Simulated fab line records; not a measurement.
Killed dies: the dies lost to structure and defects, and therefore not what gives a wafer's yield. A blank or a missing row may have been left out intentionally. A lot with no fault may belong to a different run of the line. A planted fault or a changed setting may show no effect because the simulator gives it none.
Check for tools in common / flow n5_finfet / 9 lots, 27 wafers sampled

REASON IT WAS OPENED
3 of 9 lots carry a flag on the reading IOFF_P_LONG at N5_BEOL_M4_RC_MEAS_101. No-fault wafers: 0.000107 nA/um, standard deviation 9e-06.
Rule: a lot is flagged when every wafer of it that has a number lies more than 4 standard deviations from that mean, or none has a number. All remaining lots are regarded as sound.

lot=L878; measured=day 8 14:11; on=prober-02; IOFF_P_LONG (nA/um), wafer by wafer=0.000102 0.000102 0.000108; flag=
lot=L883; measured=day 9 14:19; on=prober-02; IOFF_P_LONG (nA/um), wafer by wafer=0.000107 0.000103 0.000103; flag=
lot=L890; measured=day 11 09:02; on=prober-02; IOFF_P_LONG (nA/um), wafer by wafer=0.01472 0.014724 0.014598; flag=FLAGGED
lot=L889; measured=day 11 15:14; on=prober-02; IOFF_P_LONG (nA/um), wafer by wafer=0.012766 0.012587 0.012723; flag=FLAGGED
lot=L891; measured=day 11 16:43; on=prober-01; IOFF_P_LONG (nA/um), wafer by wafer=0.014909 0.014769 0.014802; flag=FLAGGED
lot=L893; measured=day 12 11:00; on=prober-02; IOFF_P_LONG (nA/um), wafer by wafer=0.000106 0.000104 0.000106; flag=
lot=L896; measured=day 12 20:45; on=prober-02; IOFF_P_LONG (nA/um), wafer by wafer=0.000113 0.000112 0.000113; flag=
lot=L897; measured=day 13 06:17; on=prober-01; IOFF_P_LONG (nA/um), wafer by wafer=0.000109 0.000108 0.000109; flag=
lot=L898; measured=day 13 22:22; on=prober-01; IOFF_P_LONG (nA/um), wafer by wafer=0.000107 0.000109 0.000108; flag=
On average the flagged lots read 0.014066 nA/um, which is +0.013959 nA/um against the usual, or +99 or more standard deviations.

LOT BY LOT: THE TOOL USED
3 process steps preceding the reading are held in the record, out of 1938 steps in the route. Read each cell as the tool, then ch plus the chambers that the sampled wafers visited, then the start.
lot=L878; flag=; N5_HKMG_FIN_HK_ANNEAL_02=rtp_anneal-01 ch 0, day 4 16:24; N5_HKMG_FIN_STRIP_60=plasma_asher-01 ch 0,1, day 4 19:14; N5_HKMG_FIN_RTA_80=rtp_anneal-01 ch 0, day 4 20:14
lot=L883; flag=; N5_HKMG_FIN_HK_ANNEAL_02=rtp_anneal-01 ch 0, day 6 02:49; N5_HKMG_FIN_STRIP_60=plasma_asher-01 ch 1, day 6 04:38; N5_HKMG_FIN_RTA_80=rtp_anneal-02 ch 0, day 6 05:45
lot=L890; flag=FLAGGED; N5_HKMG_FIN_HK_ANNEAL_02=rtp_anneal-01 ch 0, day 7 20:35; N5_HKMG_FIN_STRIP_60=plasma_asher-01 ch 0,1, day 7 22:18; N5_HKMG_FIN_RTA_80=rtp_anneal-01, day 7 23:17
lot=L889; flag=FLAGGED; N5_HKMG_FIN_HK_ANNEAL_02=rtp_anneal-02 ch 0, day 7 12:52; N5_HKMG_FIN_STRIP_60=plasma_asher-02 ch 0,1, day 7 15:06; N5_HKMG_FIN_RTA_80=rtp_anneal-02, day 7 16:05
lot=L891; flag=FLAGGED; N5_HKMG_FIN_HK_ANNEAL_02=rtp_anneal-02 ch 0, day 8 00:02; N5_HKMG_FIN_STRIP_60=plasma_asher-01 ch 0,1, day 8 02:13; N5_HKMG_FIN_RTA_80=rtp_anneal-01, day 8 03:14
lot=L893; flag=; N5_HKMG_FIN_HK_ANNEAL_02=rtp_anneal-01 ch 0, day 8 10:49; N5_HKMG_FIN_STRIP_60=plasma_asher-02 ch 0,1, day 8 12:39; N5_HKMG_FIN_RTA_80=rtp_anneal-02 ch 0, day 8 13:34
lot=L896; flag=; N5_HKMG_FIN_HK_ANNEAL_02=rtp_anneal-01 ch 0, day 9 06:22; N5_HKMG_FIN_STRIP_60=plasma_asher-01 ch 0, day 9 08:10; N5_HKMG_FIN_RTA_80=rtp_anneal-01 ch 0, day 9 09:14
lot=L897; flag=; N5_HKMG_FIN_HK_ANNEAL_02=rtp_anneal-01 ch 0, day 9 15:36; N5_HKMG_FIN_STRIP_60=plasma_asher-01 ch 0,1, day 9 17:12; N5_HKMG_FIN_RTA_80=rtp_anneal-01 ch 0, day 9 18:11
lot=L898; flag=; N5_HKMG_FIN_HK_ANNEAL_02=rtp_anneal-01 ch 0, day 9 22:11; N5_HKMG_FIN_STRIP_60=plasma_asher-01 ch 0,1, day 9 23:53; N5_HKMG_FIN_RTA_80=rtp_anneal-02 ch 0, day 10 00:53
What is done by these steps:
- N5_HKMG_FIN_HK_ANNEAL_02: time 30 s.
- N5_HKMG_FIN_STRIP_60: strips in N2/H2, time 360 s.
- N5_HKMG_FIN_RTA_80: time 2 s.
- N5_BEOL_M4_RC_MEAS_101

FLAGGED AGAINST TOTAL, ONE TOOL AT A TIME (gauges that did the reading follow at the end)
step=N5_HKMG_FIN_HK_ANNEAL_02; tool=rtp_anneal-01; lots run=7; flagged=1; share of the flagged lots=some; sound lots run after its first flagged lot=4 (L893,L896,L897,L898)
step=N5_HKMG_FIN_HK_ANNEAL_02; tool=rtp_anneal-02; lots run=2; flagged=2; share of the flagged lots=some; sound lots run after its first flagged lot=0
step=N5_HKMG_FIN_STRIP_60; tool=plasma_asher-01; lots run=7; flagged=2; share of the flagged lots=some; sound lots run after its first flagged lot=3 (L896,L897,L898)
step=N5_HKMG_FIN_STRIP_60; tool=plasma_asher-02; lots run=2; flagged=1; share of the flagged lots=some; sound lots run after its first flagged lot=1 (L893)
step=N5_HKMG_FIN_RTA_80; tool=rtp_anneal-01; lots run=5; flagged=2; share of the flagged lots=some; sound lots run after its first flagged lot=2 (L896,L897)
step=N5_HKMG_FIN_RTA_80; tool=rtp_anneal-02; lots run=4; flagged=1; share of the flagged lots=some; sound lots run after its first flagged lot=2 (L893,L898)
step=N5_BEOL_M4_RC_MEAS_101; tool=prober-01; lots run=3; flagged=1; share of the flagged lots=some; sound lots run after its first flagged lot=2 (L897,L898)
step=N5_BEOL_M4_RC_MEAS_101; tool=prober-02; lots run=6; flagged=2; share of the flagged lots=some; sound lots run after its first flagged lot=2 (L893,L896)

WHAT THE TABLE ALLOWS
No row of the table ran every flagged lot.

WHAT THE SIMULATOR HAD INSERTED
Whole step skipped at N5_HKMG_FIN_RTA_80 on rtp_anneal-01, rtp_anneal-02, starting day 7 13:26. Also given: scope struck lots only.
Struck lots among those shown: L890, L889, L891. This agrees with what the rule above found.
